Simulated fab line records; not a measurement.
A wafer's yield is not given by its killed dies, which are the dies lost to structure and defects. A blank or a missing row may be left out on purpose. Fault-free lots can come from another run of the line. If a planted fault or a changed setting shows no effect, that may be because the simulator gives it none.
Comparing a struck lot with a sound one || flow n5-finfet || 40 out of 1938 route steps
Sound: wafers L263.2, L263.3, L263.6. The struck wafers were L265.1, L265.4, L265.5. Last of all comes the cause.
Order at every step that has rows: each side's tool, ch and its chambers, its first start. Under that, the readings that differ: sound wafers || struck wafers || difference of the means || sigmas: that difference in standard deviations of wafers without a fault.
alike: a reading whose means differ by less than 2 such deviations, as well as words and numbers matching on both sides. not compared: withheld readings; readings where some wafer has no value; bounds like >300 that might hide an equal value; numbers whose values overlap and for which the record gives no deviation.
Wherever a step has rows on one side only, a row that says differs or no value, or a row with sigmas, the two part there. Numbers that have no deviation but don't overlap get no sigmas and don't part them. A reading missing from all wafers of one side parts the sides only when that side holds two or more wafers.

first, 11 steps without rows for these wafers: N5_DUMMY_GATE_PRECLEAN_46 (cleans in DIW, time 89.5 s); N5_DUMMY_GATE_SRD_47 (dry time 32 s); N5_DUMMY_GATE_CMP_04 (polishes a-Si); N5_DUMMY_GATE_HM_DEP_06 (deposits SiNx from DCS/NH3, target thk 80 nm, time 5141 s); N5_DUMMY_GATE_PECVD_30 (deposits SiO2 from TEOS/O2, target thk 55 nm, time 10.8 s); N5_DUMMY_GATE_COAT_34 (time 60 s, resist thk 60 nm); N5_DUMMY_GATE_COAT_35 (time 60 s, resist thk 10 nm); N5_DUMMY_GATE_COAT_28 (time 60 s, resist thk 10 nm); N5_DUMMY_GATE_COAT_09 (resist thk 30 nm); N5_DUMMY_GATE_EBR_11; N5_DUMMY_GATE_SOFTBAKE_10 (time 60 s).
N5_DUMMY_GATE_EXPOSE_12: exposes mask GATE, target cd 25 nm.
  sound on euv-scanner-01 ch 0, day 6 21:40; struck on euv-scanner-02 ch 0, day 7 08:53
{"reading": "exposure-dose-mJ-cm2", "sound": "33.94 33.90 33.94", "struck": "31.38 31.40 31.40", "difference": -2.53, "sigmas": -17}
  alike: mask
then, 2 steps without rows for these wafers: N5_DUMMY_GATE_PEB_13 (peb time 60 s); N5_DUMMY_GATE_DEVELOP_14 (develop time 30 s).
N5_DUMMY_GATE_CD_MEAS_15 targets a cd of 25.8 nm.
  sound on cd-sem-03 ch 0, day 6 21:47; struck on cd-sem-01 ch 0, day 7 09:01
{"reading": "cd-nm (nm)", "sound": "25.06 25.24 25.29", "struck": "27.18 26.91 26.82", "difference": "+1.77", "sigmas": "+7"}
then, 6 steps without rows for these wafers: N5_DUMMY_GATE_DESCUM_20 (chemistry O2, time 6.2 s); N5_DUMMY_GATE_ETCH_29 (etches underlayer in N2/H2, target depth 13 nm); N5_DUMMY_GATE_ETCH_36 (etches SiARC in CF4, target depth 13 nm); N5_DUMMY_GATE_ETCH_37 (etches SOC in N2/H2, target depth 60 nm, overetch 30 nm); N5_DUMMY_GATE_STRIP_38 (strips in N2/H2); N5_DUMMY_GATE_STRIP_39 (strips in N2/H2).
N5_DUMMY_GATE_TRIM_49: chemistry O2, time 29 s, target cd 14 nm.
  sound on rie-si-01 ch 0,2, day 6 22:29; struck on rie-si-01 ch 0,1,3, day 7 09:29
{"reading": "model.DUMMY_GATE.cd-nm (nm)", "sound": "14.2 14.2 14.4", "struck": "16.6 16 15.6", "difference": "+1.8", "sigmas": ""}
  alike: drypump-motor-current-A, oes-product-au, throttle-valve-pct
  not compared: rf-hours-counter-h
then, 1 step without rows for these wafers: N5_DUMMY_GATE_STRIP_40 (strips in CF4).
N5_DUMMY_GATE_CD_MEAS_50 targets a cd of 14 nm.
  sound on cd-sem-01 at day 6 22:43; struck on cd-sem-03 at day 7 09:38
{"reading": "cd-nm (nm)", "sound": "14.4 14.1 14.7", "struck": "16.9 15.9 15.4", "difference": "+1.7", "sigmas": "+4"}
then, 6 steps without rows for these wafers: N5_DUMMY_GATE_ETCH_31 (etches SiO2 in C4F6/O2, target depth 82.5 nm, time 27.5 s); N5_DUMMY_GATE_STRIP_41 (strips in O2); N5_DUMMY_GATE_HM_OPEN_21 (chemistry CH3F/O2, target SiNx, target depth 120 nm, time 171.4 s); N5_DUMMY_GATE_ETCH_32 (etches SiO2 in CF4, target depth 3.5 nm, time 3.9 s); N5_DUMMY_GATE_ETCH_23 (etches poly-Si in HBr/Cl2/O2, target depth 41 nm, time 22.3 s); N5_DUMMY_GATE_ETCH_44 (etches poly-Si in HBr/O2, stops on SiO2, target depth 127.5 nm).
N5_DUMMY_GATE_CD_MEAS_24 targets a cd of 15 nm.
  sound on cd-sem-01 at day 6 23:35; struck on cd-sem-02 at day 7 10:08
{"reading": "cd-nm (nm)", "sound": "14.6 15.0 15.5", "struck": "17.7 17.3 16.7", "difference": "+2.2", "sigmas": "+5"}
N5_DUMMY_GATE_ETCH_42: etches SiO2 in CHF3/O2, target depth 3.5 nm, time 31 s.
  sound on rie-diel-05 ch 0,1,3, day 6 23:48; struck on rie-diel-03 ch 2,3, day 7 10:11
{"reading": "model.DUMMY_GATE.cd-nm (nm)", "sound": "15 15 15.4", "struck": "18 17.4 16.6", "difference": "+2", "sigmas": ""}
  alike: drypump-motor-current-A, oes-product-au, rf-vpp-V, showerhead-plenum-p-Torr, throttle-valve-pct
  not compared: rf-hours-counter-h
then, 6 steps without rows for these wafers: N5_DUMMY_GATE_STRIP_48 (strips in N2/H2, time 20 s); N5_DUMMY_GATE_PRECLEAN_33 (cleans in dHF, time 10 s); N5_DUMMY_GATE_PRECLEAN_25 (cleans in O3/DIW, time 45 s); N5_DUMMY_GATE_PRECLEAN_51 (cleans in SC2, time 45 s); N5_DUMMY_GATE_SRD_26 (time 30 s); N5_DUMMY_GATE_UV_OZONE_45 (time 120 s).
-- a jump in the record: the struck wafers' starts before and after are 5 days apart (it breaks off in module DUMMY_GATE and resumes in module BEOL_M4, where the first step shown is number 1111 of the route) --
N5_BEOL_M4_RC_MEAS_101:
  sound on prober-02 ch 0, day 12 03:19; struck on prober-01 ch 0, day 12 07:47
{"reading": "DIBL_N (mV/V)", "sound": "34.5 36.7 34.3", "struck": "27.4 29.4 32.0", "difference": -5.6, "sigmas": -3}
{"reading": "DIBL_P (mV/V)", "sound": "35.0 37.1 34.2", "struck": "23.8 26.1 28.9", "difference": -9.2, "sigmas": -4}
{"reading": "IOFF_N (nA/um)", "sound": "0.13 0.17 0.13", "struck": "0.05 0.07 0.08", "difference": -0.08, "sigmas": -2}
{"reading": "IOFF_P (nA/um)", "sound": "0.19 0.23 0.19", "struck": "0.09 0.11 0.12", "difference": -0.10, "sigmas": -2}
{"reading": "SS_N (mV/dec)", "sound": "71.5 72.0 71.2", "struck": "68.6 69.3 70.1", "difference": -2.2, "sigmas": -4}
{"reading": "SS_P (mV/dec)", "sound": "73.1 73.7 73.2", "struck": "69.8 70.9 71.5", "difference": -2.6, "sigmas": -4}
{"reading": "VT_N (mV)", "sound": "253 248 251", "struck": "261 260 257", "difference": "+9", "sigmas": "+3"}
  alike: ION_N, ION_P, VT_P
-- record jumps: 4 days separate the struck wafers' starts on either side; left off in module BEOL_M4, taken up again in module PASSIVATION, whose first shown step is the route's number 1936 --
N5_PASSIVATION_PROBE_49:
  sound on prober-02 at day 16 16:20; struck on prober-02 at day 16 08:26
{"reading": "defect-limited-yield (%)", "sound": "91.9 91.7 90.4", "struck": "74.8 75.8 90.4", "difference": -11.0, "sigmas": -8}
{"reading": "killed-at-front-end", "sound": "37 28 28", "struck": "199 205 50", "difference": "+120", "sigmas": "+10"}
{"reading": "killed-dies", "sound": "96 98 113", "struck": "297 286 113", "difference": "+130", "sigmas": "+8"}
{"reading": "killed-on-rim", "sound": "11 6 16", "struck": "67 67 14", "difference": "+38", "sigmas": "+9"}
{"reading": "sort_bin_8_speed (%)", "sound": "0 0 0", "struck": "1.36 0 0", "difference": "+0.45", "sigmas": "+32"}
{"reading": "sort-n-pass", "sound": "1084 1082 1067", "struck": "867 894 1067", "difference": -135, "sigmas": -8}
{"reading": "sort-yield-pct (%)", "sound": "91.9 91.7 90.4", "struck": "73.5 75.8 90.4", "difference": -11.4, "sigmas": -9}
  alike: killed_at_M0_to_M3, killed_at_M4_up, killed-at-contacts, killed-at-other, killed-open, killed-short, sort_bin_5_function, sort_bin_6_memory

WHERE THEY PART
First at N5_DUMMY_GATE_EXPOSE_12; last, within this record, at N5_PASSIVATION_PROBE_49.

WHY: what had been put in by the simulator
Process parameter drift: euv-scanner-02, from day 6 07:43 on, at N5_DUMMY_GATE_EXPOSE_12. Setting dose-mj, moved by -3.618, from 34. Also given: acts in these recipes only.
